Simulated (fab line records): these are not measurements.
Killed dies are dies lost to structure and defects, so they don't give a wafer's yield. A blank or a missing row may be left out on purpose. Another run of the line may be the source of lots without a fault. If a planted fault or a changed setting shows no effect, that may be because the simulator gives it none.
Split-lot experiment    flow n5-finfet    on a route of 1938 steps: 7 lots, 21 wafers read

== ON THE SPLIT ==
At N5_BEOL_M1_ETCH_64 (etches SOC in N2/H2, target depth 75 nm, overetch 15 nm, time 112.5 s), the setting bias-w was moved away from the recipe's 150 W on 10 of the 21 wafers read, by +7.7% to +13.8%. The other wafers ran this setting at the recipe's value.

Reading taken at the split's own step.

== THE READING ==
rf-vpp-V, in V, at N5_BEOL_M1_ETCH_64 (etches SOC in N2/H2, target depth 75 nm, overetch 15 nm, time 112.5 s). Typical for fault-free wafers on this fab line: 523.6 V, with standard deviation 2.7 V.

wafer   tool, chamber at the split  bias-w as run, W  against the recipe  rf-vpp-V, V  against lot-mates on the recipe
L074.1  rie-diel-02, 2              150               recipe              523.4        -
L074.5  rie-diel-02, 3              163.5             +9.0%               555.3        +29.6
L074.6  rie-diel-02, 0              150               recipe              527.9        -
L075.2  rie-diel-02, 2              150               recipe              523.4        -
L075.5  rie-diel-02, 0              166.7             +11.1%              564.1        +40.7
L075.6  rie-diel-02, 3              166.7             +11.1%              562.1        +38.7
L076.3  rie-diel-02, 0              150               recipe              525.6        -
L076.4  rie-diel-02, 1              170.7             +13.8%              565.3        +39.7
L076.5  rie-diel-02, 2              170.7             +13.8%              568.3        +42.7
L083.1  rie-diel-02, 0              164.5             +9.7%               558.6        +33.5
L083.4  rie-diel-02, 3              150               recipe              525.1        -
L083.5  rie-diel-02, 2              164.5             +9.7%               556.2        +31.1
L091.3  rie-diel-03, 0              150               recipe              520.8        -
L091.4  rie-diel-03, 2              150               recipe              523.4        -
L091.5  rie-diel-03, 1              161.7             +7.8%               548.4        +26.3
L093.2  rie-diel-02, 0              150               recipe              527.8        -
L093.3  rie-diel-02, 2              150               recipe              524.2        -
L093.4  rie-diel-02, 3              150               recipe              525.3        -
L094.1  rie-diel-04, 2              161.5             +7.7%               549.6        +24.0
L094.2  rie-diel-04, 3              161.5             +7.7%               552.4        +26.8
L094.3  rie-diel-04, 1              150               recipe              525.6        -

FIT RESULTS
A straight line over all 21 wafers: rf-vpp-V changes by +3.24 V for each +1% of bias-w; r = +0.99; the points scatter about the line by 2.2 V.
The same after taking each lot's own level away (the mean of its wafers on the recipe; 21 wafers): +3.24 V for each +1%; r = +0.99; scatter 2.1 V.
The reading moves by 45 V for the largest change in bias-w, on that fit.
Measured against the standard deviation above, the lots' own levels, which go from 522.10 to 525.77 V, span 1.4 times it.
The two slopes are in agreement: the lot-to-lot level therefore moves the slope only a little.
Check: with one of the wafers moved furthest among these (+13.8%) left out of the fit, the line predicts +46.1 V for it against its lot-mates. It came out at +39.7 V against them.
Tool readings at the split's step, against how far the setting was moved: rf-vpp-V r = +0.99.

== ADDITIONAL SPLITS CARRIED BY THESE WAFERS ==
These wafers also went through other splits before the reading. Each is held against what the fit with the lots' levels taken away leaves over:
other split on the same wafers     wafers away from the commonest value  r with rf-vpp-V (lot level and that fit taken away)
N5_BEOL_M0_SAQP_ALD_48 ald-cycles  8                                     +0.15
N5_BEOL_M1_COAT_05 spin-rpm        5                                     +0.32

== THE WHOLE CHAIN: every reading that the file lists as answering this split, in the file's order ==
step                what it does                                                           reading                                                                           change (the file's fit)                 r (the file's)
N5_BEOL_M1_ETCH_64  etches SOC in N2/H2, target depth 75 nm, overetch 15 nm, time 112.5 s  rf-vpp-V                                                                          +3.27 V for each +1% of the setting     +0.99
N5_BEOL_M1_ETCH_64  etches SOC in N2/H2, target depth 75 nm, overetch 15 nm, time 112.5 s  SiARC_of_BEOL_M1_COAT_62.thk-nm (the simulator's own value, which no gauge read)  -0.0628 nm for each +1% of the setting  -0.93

== FILE'S OWN FIT ==
rf-vpp-V changes by +3.27 V for each +1% of bias-w, r = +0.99.
